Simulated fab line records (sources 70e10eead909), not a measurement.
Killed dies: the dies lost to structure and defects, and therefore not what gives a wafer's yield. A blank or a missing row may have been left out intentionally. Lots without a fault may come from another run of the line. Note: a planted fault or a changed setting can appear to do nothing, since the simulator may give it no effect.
Problem report in the 8D (eight disciplines) form, filled by code :: flow nand-harc :: the parts of the form that need people (team, actions taken, sign-off) are left out

== 1. PROBLEM STATEMENT ==
Wafers with no fault read 161.4 sccm with a standard deviation of 0.56, whereas mfc-precursor-sccm at NHARC_A_CONTACT_DEP_24 reads a mean of 177.4 sccm on 1 wafer of 1 lot. That is +29 standard deviations from the usual mean.
The step: deposits SiO2, target thk 500 nm.
The first sign was on wafer L990.5 at day 27 12:07, on pecvd-01. The record holds 39 wafers of 13 lots with a number at this step. By rule, "out" or "out of limits" means more than 4 standard deviations away from the usual mean. All remaining wafers that have a number are taken as sound.

== 2. WHAT IT IS AND WHAT IT IS NOT ==
question: which readings at this step
is: mfc-precursor-sccm
is not: heater-power-w, throttle-valve-pct

question: which lots
is: L990
is not: L975, L976, L977, L979, L980, L982, L983, L984, L985, L991, L992, L996

question: which wafers of those lots
is: L990.5
is not: L990.3, L990.6

question: read on which tools
is: pecvd-01
is not: pecvd-03, pecvd-04

question: when
is: from day 27 12:07
is not: up to then (29 sound wafers); but 9 sound wafers of L991, L992, L996 came after

== 3. WHAT RULES OUT EACH SUSPECT ==
Counting: any tool at a process step up to the reading remains a suspect provided it ran every lot that is out. Sound lots after the first of them don't rule it out here, since some wafers of a struck lot are sound.
- rie-metal-02 at NHARC_A_WL_FILL_ETCHBACK_17 (etches the open film in Cl2/BCl3, target depth 4 nm, time 26.7 s): kept. L990, the lot that is out, went through it at day 27 05:29; up to then, the latest sound lot through it was L983 at day 25 05:35.
- pecvd-01 at NHARC_A_CONTACT_DEP_24 (deposits SiO2, target thk 500 nm): kept. L990, the lot that is out, went through it at day 27 12:07; up to then, the latest sound lot through it was L985 at day 26 06:48. Its own mfc-precursor-sccm readings are out on those wafers.
- Within pecvd-01 at NHARC_A_CONTACT_DEP_24: the wafers that are out ran in chamber 1; their sound lot-mates ran in chambers 0, 2.
Left after counting: rie-metal-02 at NHARC_A_WL_FILL_ETCHBACK_17, pecvd-01 at NHARC_A_CONTACT_DEP_24.

== 4. THE CAUSE (what the simulator had put in) ==
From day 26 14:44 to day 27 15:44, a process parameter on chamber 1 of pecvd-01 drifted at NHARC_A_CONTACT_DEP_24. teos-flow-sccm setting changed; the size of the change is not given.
After counting, 2 suspects remain, this tool included.

== 5. THE CHAIN OF EFFECTS, in route order ==
Each row: a reading where the mean over the struck wafers with a number is more than 3 standard deviations away from the usual. Only readings for which the record gives a usual standard deviation are gone through. hours: the time from each lot's start at the first step in this table that gives one to its start at this step, as a median over the lots. sigmas: the change in usual standard deviations.
hours: 0
step: NHARC_A_CONTACT_DEP_24
reading: mfc-precursor-sccm
usual: 161.4 sccm
on struck wafers: 177.4
change: +16.0
sigmas: +29
Here are the process steps it includes:
- NHARC_A_CONTACT_DEP_24: deposits SiO2, target thk 500 nm.
Later steps that measure or inspect, where all struck wafers having a row at the step show a number for every such reading and not one has moved that far: NHARC_A_CONTACT_CD_MEAS_42.

== 6. WHAT WOULD HAVE CAUGHT IT SOONER ==
In this record the first reading out of limits was taken at day 27 12:07, 21 hours after the fault began at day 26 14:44.
